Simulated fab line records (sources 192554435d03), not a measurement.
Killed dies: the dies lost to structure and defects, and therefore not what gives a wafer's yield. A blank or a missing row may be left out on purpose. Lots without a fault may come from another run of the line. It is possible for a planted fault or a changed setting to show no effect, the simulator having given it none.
3 desks looking at one fault | flow n5 finfet | numbers are kept per desk, each desk with only its own; the story behind them comes last

== THE DEFECT DESK ==
Inspection counts along the route, by lot: the mean over sampled wafers that carry a number. A lot is out of limits, marked OUT, if its mean lies more than 4 standard deviations from the usual mean; the brackets give that distance.
Columns: A = raw defect count at N5_MOL_CONTACT_COAG_INSPECT_10, usual 64
lot  | first seen here | A
L965 | day 5 11:44     | 51
L967 | day 5 23:15     | 40
L969 | day 6 09:10     | 65
L970 | day 6 16:02     | 65
L971 | day 6 23:35     | 66
L976 | day 8 12:20     | 66
L984 | day 10 06:28    | 51
Finding of this desk: none of the 7 lots has anything out of limits.

== METROLOGY DESK ==
What the gauges read, lot by lot, whatever tool the lot ran on: means of the sampled wafers that have a number. A lot is out of limits, marked OUT, if its mean lies more than 4 standard deviations from the usual mean; the brackets give that distance.
Columns: A = cd nm at N5_MOL_CONTACT_COAG_CD_MEAS_08, usual 28.03 nm; B = CA_OVL at N5_MOL_CONTACT_COAG_OVL_MEAS_09, usual -0.5 nm
lot  | first seen here | A     | B
L965 | day 5 11:39     | 28.14 | 0.2
L967 | day 5 23:10     | 27.70 | -0.3
L969 | day 6 09:05     | 27.84 | -0.5
L970 | day 6 15:57     | 27.96 | -1.0
L971 | day 6 23:29     | 28.26 | -0.2
L976 | day 8 12:14     | 28.02 | -0.5
L984 | day 10 06:23    | 27.95 | -0.4
Finding of this desk: none of the 7 lots has anything out of limits.

== FOR THE TOOL OWNER'S DESK: rie diel-03 ==
The tool's own readings at N5_MOL_CONTACT_COAG_ETCH_110 (etches Si in CF4/O2, target depth 2.5 nm, time 8 s): means of the sampled wafers that have a number, for each lot that ran on this tool. A lot is out of limits, marked OUT, if its mean lies more than 4 standard deviations from the usual mean; the brackets give that distance. It has 8 readings, of which 7 appear: the earliest out of limits, and the ones furthest out on some lot.
Columns: A = bias w at N5_MOL_CONTACT_COAG_ETCH_110, usual 12.00 W; B = drypump motor current A at N5_MOL_CONTACT_COAG_ETCH_110, usual 5.6 A; C = oes_f_703_au at N5_MOL_CONTACT_COAG_ETCH_110, usual 0.83 a.u.; D = oes product au at N5_MOL_CONTACT_COAG_ETCH_110, usual 0.83 a.u.; E = rf vpp V at N5_MOL_CONTACT_COAG_ETCH_110, usual 128.0 V; F = showerhead plenum p Torr at N5_MOL_CONTACT_COAG_ETCH_110, usual 2.26 Torr; G = throttle valve pct at N5_MOL_CONTACT_COAG_ETCH_110, usual 10.64 %
lot  | first seen here | A               | B   | C    | D    | E                | F    | G
L967 | day 5 23:34     | 12.01           | 5.8 | 0.77 | 0.77 | 127.1            | 2.22 | 10.79
L969 | day 6 09:29     | 13.67 (+42) OUT | 5.1 | 0.73 | 0.75 | 142.5 (+8.0) OUT | 2.26 | 11.01
L970 | day 6 17:03     | 13.57 (+39) OUT | 5.8 | 0.77 | 0.80 | 140.7 (+7.0) OUT | 2.22 | 10.81
L971 | day 6 23:53     | 13.63 (+41) OUT | 5.4 | 0.72 | 0.74 | 140.1 (+6.7) OUT | 2.15 | 10.95
This desk finds L969, L970, L971 out of limits, L969 being first, at day 6 09:29 (bias w at N5_MOL_CONTACT_COAG_ETCH_110). L967 stayed within limits.

== BROUGHT TOGETHER ==
The tool owner's desk could have raised an alarm at day 6 09:29, on L969, L970, L971.
Nothing out of limits was seen by the defect desk.
The metrology desk saw nothing out of limits.
The defect desk has L969, L970, L971 on record, within its limits.
The metrology desk holds a record of L969, L970, L971, inside its limits.
The lots listed all ran N5_MOL_CONTACT_COAG_ETCH_110 on rie diel-03.

== WHAT THE SIMULATOR HAD INSERTED ==
Drift in process parameters on rie diel-03 at N5_MOL_CONTACT_COAG_ETCH_110, starting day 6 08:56. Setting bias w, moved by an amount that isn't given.
Struck lots among those shown: L969, L970, L971.
How many hours passed from the start of the fault until each desk's first out-of-limits reading: the tool owner's desk, 1.
